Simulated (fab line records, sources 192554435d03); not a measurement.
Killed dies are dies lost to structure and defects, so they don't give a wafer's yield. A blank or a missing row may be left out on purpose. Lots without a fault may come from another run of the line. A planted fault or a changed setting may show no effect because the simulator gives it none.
A struck lot beside a sound one | flow n5_finfet | 36 steps out of a route of 1938
Sound: wafers L664.1, L664.2, L664.4. Struck: wafers L651.2, L651.3, L651.4. The cause comes at the end.
At each step with rows: each side's tool, then ch and its chambers, then its first start. Under that, the readings that differ: sound wafers | struck wafers | difference of the means | sigmas: that difference in standard deviations of wafers without a fault.
alike: readings whose means differ by less than 2 such deviations, and words and numbers that are the same on both sides. not compared: withheld readings, readings that some wafer has no value for, bounds like >300 that may hide the same value, and numbers for which the record gives no deviation and whose values overlap.
The two part at a step that has a row with sigmas, a row that says differs or no value, or rows on one side only. Numbers that don't overlap but have no deviation are shown without sigmas and don't part them. A reading that every wafer of one side lacks parts them only if that side has two wafers or more.

first, 9 steps without rows for these wafers: N5_BEOL_M4_ANNEAL_95 (time 240 s); N5_BEOL_M4_SPUTTER_96 (material Cu, target thk 4.5 nm, time 8.29 s); N5_BEOL_M4_ECD_50 (material Cu, target thk 300 nm); N5_BEOL_M4_ANNEAL_51 (time 90 s); N5_BEOL_M4_CMP_52 (polishes, stops on SiOC, t overpolish 6.8 s, target thk 40 nm); N5_BEOL_M4_PRE_CLEAN_60 (time 15 s); N5_BEOL_M4_CO_CAP_55 (material Co, precursor CCTBA/H2, target thk 2 nm, time 102.1 s); N5_BEOL_M4_PRE_CLEAN_56 (time 15 s); N5_BEOL_M4_DEP_57 (deposits SiCN from 3MS/NH3, target thk 8 nm, time 14 s).
N5_BEOL_M4_RC_MEAS_101:
  sound on prober-02 ch 0, day 13 22:02; struck on prober-01 ch 0, day 10 19:07
  alike: DIBL_N, DIBL_P, IOFF_N, IOFF_P, ION_N, ION_P, SS_N, SS_P, VT_N, VT_P
then, 24 steps without rows for these wafers: N5_BEOL_M5_ILD_DEP_00 (deposits SiCOH lowk from DEMS/porogen, target thk 140.64 nm, time 25.9 s); N5_BEOL_M5_CURE_79 (cures SiCOH lowk, time 240 s); N5_BEOL_M5_PECVD_70 (deposits SiO2 from TEOS/O2, target thk 16 nm, time 18 s); N5_BEOL_M5_HM_DEP_02 (deposits TiN, target thk 20 nm); N5_BEOL_M5_COAT_59 (time 60 s, resist thk 60 nm); N5_BEOL_M5_COAT_60 (time 60 s, resist thk 12 nm); N5_BEOL_M5_COAT_71 (time 60 s, resist thk 5 nm); N5_BEOL_M5_COAT_05 (resist thk 30 nm); N5_BEOL_M5_EBR_07; N5_BEOL_M5_SOFTBAKE_06 (time 60 s); N5_BEOL_M5_EXPOSE_08 (exposes mask M5, target cd 28 nm); N5_BEOL_M5_PEB_09 (peb time 60 s); N5_BEOL_M5_DEVELOP_10 (develop time 30 s); N5_BEOL_M5_DESCUM_16 (chemistry O2, time 7 s); N5_BEOL_M5_ETCH_72 (etches underlayer in N2/H2, target depth 6.5 nm, time 5.2 s); N5_BEOL_M5_ETCH_61 (etches SiARC in CF4, target depth 15.6 nm, time 26 s); N5_BEOL_M5_ETCH_62 (etches SOC in N2/H2, target depth 75 nm, overetch 15 nm, time 112.5 s); N5_BEOL_M5_STRIP_63 (strips in N2/H2); N5_BEOL_M5_STRIP_73 (strips in N2/H2); N5_BEOL_M5_STRIP_64 (strips in CF4); N5_BEOL_M5_HM_OPEN_17 (chemistry Cl2/BCl3, target TiN, target depth 20 nm, overetch 6 nm); N5_BEOL_M5_STRIP_19 (strips in O2); N5_BEOL_M5_COAT_65 (time 60 s, resist thk 60 nm); N5_BEOL_M5_COAT_66 (time 60 s, resist thk 12 nm).
N5_BEOL_M8_ALD_77: deposits TaN, target thk 2 nm, pulse time 2 s, purge time 3 s.
  sound on ald_metal-04 ch 0,1,3, day 15 09:50; struck on ald_metal-04 ch 1,2,3, day 12 05:56
  no value came back on the struck wafers for any of 5 readings (ald_cycles, chamber_pressure_Torr (Torr) and others); on the sound wafers ald_cycles reads 40 40 40
-- the record jumps here: 3 days lie between the struck wafers' starts before and after (it left off in module BEOL_M8 and takes up again in module PASSIVATION, whose first step shown is number 1936 of the route) --
N5_PASSIVATION_PROBE_49:
  sound on prober-01, day 17 23:46; struck on prober-02, day 15 01:47
  reading                  | sound          | struck            | difference | sigmas
  defect_limited_yield (%) | 90.7 91.7 91.7 | 0 0 0             | -91        | -61
  killed_at_M4_up          | 3 8 16         | 1092 1124 1091    | +1093      | +99 or more
  killed_dies              | 110 98 98      | 1180 1180 1180    | +1078      | +60
  killed_on_rim            | 18 7 10        | 152 152 152       | +140       | +30
  sort_bin_4_leakage (%)   | 0 0 0          | 90.85 94.24 90.76 | +91.95     |
  sort_n_pass              | 1070 1082 1082 | 0 0 0             | -1078      | -60
  sort_yield_pct (%)       | 90.7 91.7 91.7 | 0 0 0             | -91        | -61
  alike: killed_at_M0_to_M3, killed_at_contacts, killed_at_front_end, killed_at_other, killed_open, killed_short, sort_bin_5_function, sort_bin_6_memory

WHERE THEY PART
First at N5_BEOL_M8_ALD_77; last, within this record, at N5_PASSIVATION_PROBE_49.

WHY: what the simulator had put in
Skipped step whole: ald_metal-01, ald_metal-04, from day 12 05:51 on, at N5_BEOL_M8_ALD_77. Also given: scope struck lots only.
